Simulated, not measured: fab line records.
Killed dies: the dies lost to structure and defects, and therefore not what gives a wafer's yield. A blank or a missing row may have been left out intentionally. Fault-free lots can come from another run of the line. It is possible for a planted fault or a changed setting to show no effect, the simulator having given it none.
Chamber matching -- flow n5 finfet -- 4 sister chambers for N5_MOL_CONTACT_COAG_ETCHBACK_136 on rie diel-01
The step etches SiO2 in CHF3, target depth 25 nm, time 16.7 s. 16 wafers are shown with their chamber, then 8 later ones without.

== EACH WAFER AND ITS CHAMBER ==
wafer,chamber,rf vpp V (V),showerhead plenum p Torr (Torr),throttle valve pct (%)
L075.2,1,564,2.52,18.74
L075.3,2,547,2.39,19.09
L075.4,3,545,2.35,18.65
L078.2,3,543,2.35,18.64
L078.4,2,547,2.39,19.12
L078.5,3,545,2.35,18.66
L082.3,0,496,2.33,18.69
L082.4,1,562,2.52,18.78
L082.6,1,561,2.52,18.77
L081.3,3,543,2.34,18.66
L081.5,2,546,2.38,19.10
L081.6,1,563,2.52,18.77
L083.2,0,496,2.33,18.70
L083.3,3,543,2.34,18.66
L083.6,3,545,2.34,18.66
L086.2,1,563,2.51,18.78

SIGNATURES (averages over the wafers above)
reading,chamber 0,chamber 1,chamber 2,chamber 3,scatter within a chamber
rf vpp V,496.00,562.60,546.67,544.00,0.994
showerhead plenum p Torr,2.3300,2.5180,2.3867,2.3450,0.00497
throttle valve pct,18.6950,18.7680,19.1033,18.6550,0.0127
Rule: for each reading, subtract the chamber's mean from the wafer's reading, divide by that reading's scatter and square the result; add these up over the readings and take the root, which gives the wafer's distance from the chamber. The wafer belongs to the nearest chamber; if the next one is less than 2 further off, it can't be placed. The scatter: the root of (the sum of the squares of (reading less its chamber's mean) over the shown wafers, divided by (wafers less chambers)).

== WAFERS WITHOUT THEIR CHAMBER ==
wafer,rf vpp V (V),showerhead plenum p Torr (Torr),throttle valve pct (%)
L086.3,544,2.38,19.13
L086.4,495,2.32,18.73
L090.3,564,2.51,18.80
L090.4,563,2.51,18.79
L090.6,495,2.32,18.75
L097.4,543,2.34,18.28
L097.5,545,2.37,19.16
L097.6,546,2.34,18.29

== WHICH CHAMBER EACH ONE RAN IN ==
wafer,from the rows above,in truth
L086.3,2,2
L086.4,0,0
L090.3,1,1
L090.4,1,1
L090.6,0,0
L097.4,3,3
L097.5,2,2
L097.6,3,3
Placed correctly: 8 of 8. Number that these rows cannot place: 0. 0 placed wrongly.
